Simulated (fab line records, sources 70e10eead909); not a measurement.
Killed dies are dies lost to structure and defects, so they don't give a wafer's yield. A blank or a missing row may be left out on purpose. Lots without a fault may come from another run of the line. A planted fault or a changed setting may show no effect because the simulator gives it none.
Problem report in the 8D (eight disciplines) form, filled by code | flow nand_harc | the parts of the form that need people (team, actions taken, sign-off) are left out

1. THE PROBLEM
killed_at_array at NHARC_END_SORT_01 reads a mean of 100 on 1 wafer of 1 lot; wafers without a fault read 24 with a standard deviation of 8.8. That is +8.6 standard deviations from the usual mean.
First seen on wafer L952.2, day 24 03:14, on prober-02. The record holds 3 wafers of 1 lot with a number at this step. Rule for "out", or "out of limits": more than 4 standard deviations from the usual mean. The other wafers with a number count as sound.

2. WHAT IT IS AND WHAT IT IS NOT
question                    | is                           | is not
which readings at this step | killed_at_array, killed_dies | killed_at_other, killed_at_periphery, killed_open
which lots                  | L952                         | -
which wafers of those lots  | L952.2                       | L952.4, L952.6
read on which gauges        | prober-02                    | -
when                        | from day 24 03:14            | up to then (0 sound wafers); but 2 sound wafers of L952 came after

3. SUSPECTS, AND WHAT RULES EACH OUT
Counting: a tool at a process step up to the reading stays a suspect if it ran every lot that is out. Sound lots after the first of them don't rule it out here, since some wafers of a struck lot are sound.
- the gauge at NHARC_END_SORT_01: kept. All the wafers that are out were read on prober-02, and no step on other tools shows them out.
- rie_diel-13 at NHARC_A_CHANNEL_FILL_D1_STRIP_28 (strips in O2, time 20 s): kept. It ran the lot that is out, L952 (day 13 21:45).
- rtp_anneal-01 at NHARC_A_M1_ANNEAL_31 (time 90 s): kept. It ran the lot that is out, L952 (day 22 15:20).
- pecvd-03 at NHARC_THIN_TSV_DEP_43 (deposits SiO2, target thk 1328.5 nm): kept. It ran the lot that is out, L952 (day 23 09:32).
- rie_diel-10 at NHARC_THIN_TSV_DESCUM_35 (chemistry O2, time 3 s): kept. It ran the lot that is out, L952 (day 23 17:22).
- Within rie_diel-13 at NHARC_A_CHANNEL_FILL_D1_STRIP_28: the wafers that are out ran in chamber 0; their sound lot-mates ran in chambers 1, 3.
- Within rie_diel-10 at NHARC_THIN_TSV_DESCUM_35: the wafers that are out ran in chamber 3; their sound lot-mates ran in chambers 0, 2.
Left after counting: rie_diel-13 at NHARC_A_CHANNEL_FILL_D1_STRIP_28, rtp_anneal-01 at NHARC_A_M1_ANNEAL_31, pecvd-03 at NHARC_THIN_TSV_DEP_43, rie_diel-10 at NHARC_THIN_TSV_DESCUM_35, prober-02 at NHARC_END_SORT_01.

4. THE CAUSE (what the simulator had put in)
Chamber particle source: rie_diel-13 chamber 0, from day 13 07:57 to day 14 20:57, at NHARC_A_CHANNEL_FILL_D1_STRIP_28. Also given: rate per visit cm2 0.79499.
Counting left 5 suspects, and this tool is among them.

5. THE CHAIN OF EFFECTS, in route order
Each row: a reading whose mean over the struck wafers that have a number lies more than 3 standard deviations from the usual. Only readings for which the record gives a usual standard deviation are gone through. hours: the time from each lot's start at the first step in this table that gives one to its start at this step, as a median over the lots. sigmas: the change in usual standard deviations.
hours | step              | reading         | usual | on struck wafers | change | sigmas
0     | NHARC_END_SORT_01 | killed_at_array | 24    | 100              | +76    | +8.6
0     | NHARC_END_SORT_01 | killed_dies     | 28    | 101              | +73    | +7.8
0     | NHARC_END_SORT_01 | killed_short    | 1.7   | 6.0              | +4.3   | +3.1

6. WHAT WOULD HAVE CAUGHT IT SOONER
In this record the first reading out of limits at a measuring or inspecting step was taken at day 24 03:14, 259 hours after the fault began at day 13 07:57.
Of the tool readings at NHARC_A_CHANNEL_FILL_D1_STRIP_28 for which the record gives a usual standard deviation, none was out on any struck wafer, so an alarm limit of 4 standard deviations on them would not have fired.
All the lots that are out (1) had begun NHARC_A_CHANNEL_FILL_D1_STRIP_28 on rie_diel-13 by day 24 03:14. A hold on the tool at that time would have spared none of them.
